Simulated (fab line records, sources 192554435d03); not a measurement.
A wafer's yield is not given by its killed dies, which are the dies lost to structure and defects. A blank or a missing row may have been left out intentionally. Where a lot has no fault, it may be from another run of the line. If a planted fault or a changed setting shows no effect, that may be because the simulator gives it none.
Lot-split experiment + flow n5Finfet + 7 lots, 39 wafers read, on a route of 1938 steps

## ABOUT THE SPLIT
At N5_BEOL_M4_DESCUM_16 (chemistry O2, time 7 s), the setting timeS was moved away from the recipe's 7 s on 9 of the 39 wafers read, by -28.3% to +36.8%. The other wafers ran this setting at the recipe's value.

## BETWEEN THE SPLIT AND THE READING: the file shows 1 step in between
- N5_BEOL_M4_ETCH_74: etches underlayer in N2/H2, target depth 6.5 nm, time 5.2 s

## THE READING
CAR-EUV_of_BEOL_M4_COAT_05.thkNm (the simulator's own value, which no gauge read), in nm, at N5_BEOL_M4_ETCH_63 (etches SiARC in CF4, target depth 15.6 nm, time 26 s). There is no usual value for it anywhere in the file. Here, 30 wafers ran the recipe; their average is 11.1 nm with a standard deviation of 0.11 nm.

| wafer  | tool, chamber at the split | timeS as run, s | against the recipe | CAR-EUV_of_BEOL_M4_COAT_05.thkNm, nm | against lot-mates on the recipe |
|--------|----------------------------|-----------------|--------------------|--------------------------------------|---------------------------------|
| L074.1 | rieDiel-04, 3,0            | 7               | recipe             | 11                                   | -                               |
| L074.3 | rieDiel-04, 1,2,0,3        | 7               | recipe             | 11                                   | -                               |
| L074.4 | rieDiel-04, 1,2,0,3        | 7               | recipe             | 11                                   | -                               |
| L074.5 | rieDiel-04, 3,0            | 7               | recipe             | 11                                   | -                               |
| L074.6 | rieDiel-04, 1,2,0,3        | 7               | recipe             | 11                                   | -                               |
| L074.2 | rieDiel-04, 1,2,0,3        | 7               | recipe             | 11.2                                 | -                               |
| L075.1 | rieDiel-05, 3,0            | 5.019           | -28.3%             | 11.8                                 | +0.9                            |
| L075.2 | rieDiel-05, 3,0            | 5.019           | -28.3%             | 12                                   | +1.1                            |
| L075.5 | rieDiel-05, 0              | 5.019           | -28.3%             | 12                                   | +1.1                            |
| L075.3 | rieDiel-05, 2              | 7               | recipe             | 10.8                                 | -                               |
| L075.4 | rieDiel-05, 2              | 7               | recipe             | 11                                   | -                               |
| L075.6 | rieDiel-05, 3              | 7               | recipe             | 11                                   | -                               |
| L081.1 | rieDiel-05, 1,0,0          | 7               | recipe             | 11.2                                 | -                               |
| L081.2 | rieDiel-05, 3,1            | 5.393           | -23.0%             | 11.8                                 | +0.7                            |
| L081.4 | rieDiel-05, 2              | 5.393           | -23.0%             | 11.8                                 | +0.7                            |
| L081.5 | rieDiel-05, 3,1            | 5.393           | -23.0%             | 11.8                                 | +0.7                            |
| L081.3 | rieDiel-05, 1,0,0          | 7               | recipe             | 11                                   | -                               |
| L081.6 | rieDiel-05, 1,0,0          | 7               | recipe             | 11                                   | -                               |
| L086.1 | rieDiel-04, 1              | 7               | recipe             | 11.2                                 | -                               |
| L086.4 | rieDiel-04, 1              | 7               | recipe             | 11.2                                 | -                               |
| L086.5 | rieDiel-04, 3              | 7               | recipe             | 11.2                                 | -                               |
| L088.1 | rieDiel-05, 0,2,3,1,0      | 7               | recipe             | 11                                   | -                               |
| L088.2 | rieDiel-05, 0,2,3,1,0      | 7               | recipe             | 11                                   | -                               |
| L088.3 | rieDiel-05, 0,2,3,1,0      | 7               | recipe             | 11                                   | -                               |
| L088.5 | rieDiel-05, 0,2,3,1,0      | 7               | recipe             | 11                                   | -                               |
| L088.4 | rieDiel-05, 0,2,3,1,0      | 7               | recipe             | 11.2                                 | -                               |
| L088.6 | rieDiel-05, 1              | 7               | recipe             | 11.2                                 | -                               |
| L087.1 | rieDiel-05, 0,3,2          | 7               | recipe             | 11                                   | -                               |
| L087.5 | rieDiel-05, 0,3,2          | 7               | recipe             | 11                                   | -                               |
| L087.2 | rieDiel-05, 3,1            | 9.577           | +36.8%             | 9.6                                  | -1.5                            |
| L087.4 | rieDiel-05, 2              | 9.577           | +36.8%             | 9.6                                  | -1.5                            |
| L087.3 | rieDiel-05, 3,1            | 9.577           | +36.8%             | 9.8                                  | -1.3                            |
| L087.6 | rieDiel-05, 0,3,2          | 7               | recipe             | 11.2                                 | -                               |
| L090.1 | rieDiel-04, 3,0,2,3        | 7               | recipe             | 11                                   | -                               |
| L090.5 | rieDiel-04, 3,0,2,3        | 7               | recipe             | 11                                   | -                               |
| L090.6 | rieDiel-04, 3,0,2,3        | 7               | recipe             | 11                                   | -                               |
| L090.2 | rieDiel-04, 0,2            | 7               | recipe             | 11.2                                 | -                               |
| L090.3 | rieDiel-04, 0,2            | 7               | recipe             | 11.2                                 | -                               |
| L090.4 | rieDiel-04, 3,0,2,3        | 7               | recipe             | 11.2                                 | -                               |
When a row names more than one chamber, that row covers several wafers, and the file does not tell which wafer ran in which chamber.

THE FIT
A straight line over all 39 wafers: CAR-EUV_of_BEOL_M4_COAT_05.thkNm changes by -0.0347 nm for each +1% of timeS; r = -0.98; the points scatter about the line by 0.11 nm.
The same after taking each lot's own level away (the mean of its wafers on the recipe; 39 wafers): -0.0361 nm for each +1%; r = -0.99; scatter 0.092 nm.
On that fit, the largest move of timeS shifts the reading by 1.3 nm.
From 10.93 to 11.20 nm: that is the span of the lots' own levels, equal to 2.5 times the standard deviation above.
Consequently the slope shifts little with the lot-to-lot level, the two slopes agreeing.
Check: for one of the wafers moved furthest among these (+36.8%), held out of the fit, the line's prediction against its lot-mates is -1.31 nm. It came out at -1.47 nm against them.

## FURTHER SPLITS ON THESE WAFERS
These wafers also went through other splits before the reading. Each is held against what the fit with the lots' levels taken away leaves over:
| other split on the same wafers  | wafers away from the commonest value | r with CAR-EUV_of_BEOL_M4_COAT_05.thkNm (lot level and that fit taken away) |
|---------------------------------|--------------------------------------|-----------------------------------------------------------------------------|
| N5_BEOL_M2_TRENCH_ETCH_37 timeS | 12                                   | +0.02                                                                       |

## THE WHOLE CHAIN: every reading that the file lists as answering this split, in the file's order
| step                 | what it does                                                | reading                                                                           | change (the file's fit)                | r (the file's) |
|----------------------|-------------------------------------------------------------|-----------------------------------------------------------------------------------|----------------------------------------|----------------|
| N5_BEOL_M4_DESCUM_16 | chemistry O2, time 7 s                                      | CAR-EUV_of_BEOL_M4_COAT_05.thkNm (the simulator's own value, which no gauge read) | -0.0342 nm for each +1% of the setting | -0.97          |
| N5_BEOL_M4_ETCH_74   | etches underlayer in N2/H2, target depth 6.5 nm, time 5.2 s | CAR-EUV_of_BEOL_M4_COAT_05.thkNm (the simulator's own value, which no gauge read) | -0.0351 nm for each +1% of the setting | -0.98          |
| N5_BEOL_M4_ETCH_63   | etches SiARC in CF4, target depth 15.6 nm, time 26 s        | CAR-EUV_of_BEOL_M4_COAT_05.thkNm (the simulator's own value, which no gauge read) | -0.036 nm for each +1% of the setting  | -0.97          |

## FILE'S OWN FIT
CAR-EUV_of_BEOL_M4_COAT_05.thkNm changes by -0.036 nm for each +1% of timeS, r = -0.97.
